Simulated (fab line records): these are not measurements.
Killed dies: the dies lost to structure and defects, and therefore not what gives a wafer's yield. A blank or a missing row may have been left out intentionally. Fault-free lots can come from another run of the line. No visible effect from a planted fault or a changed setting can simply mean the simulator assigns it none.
Matching of chambers	flow nand_harc	NHARC_THIN_TSV_ETCH_15 on rie_si-05: 4 sister chambers
The step target depth 3000 nm, bosch target overetch cycles 2, bosch etch step 2.8 s. 4 wafers are shown with their chamber, then 7 later ones without.

== EACH WAFER AND ITS CHAMBER ==
wafer	chamber	drypump_motor_current_A (A)
L204.1	0	6.6
L204.3	2	6.3
L206.1	3	6.1
L206.2	1	6.3

== WAFERS MISSING THEIR CHAMBER ==
wafer	drypump_motor_current_A (A)
L206.5	6.6
L207.2	6.3
L207.4	6.2
L207.6	6.1
L210.1	6.3
L210.4	6.1
L210.6	6.6

== WHICH CHAMBER EACH WENT THROUGH ==
wafer	from the rows above	in truth
L206.5	0	0
L207.2	can't be placed: 1 or 2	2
L207.4	can't be placed: 1 or 2 or 3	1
L207.6	3	3
L210.1	can't be placed: 1 or 2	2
L210.4	3	3
L210.6	0	0
Placed correctly: 4 of 7. Unplaceable from these rows: 3, with the true chamber sitting among the candidates in 3. Wrongly placed: 0.
How it was worked out, from the rows above alone: a wafer's distance from a chamber is the root of the sum, over the readings, of the square of ((its reading less the chamber's mean) divided by the reading's scatter). The wafer belongs to the nearest chamber; if the next one is less than 2 further off, it can't be placed. A chamber's mean is the mean of its shown wafers. The scatter: root of mean squared gap, hidden wafer to nearest shown wafer, with one shown wafer a chamber.
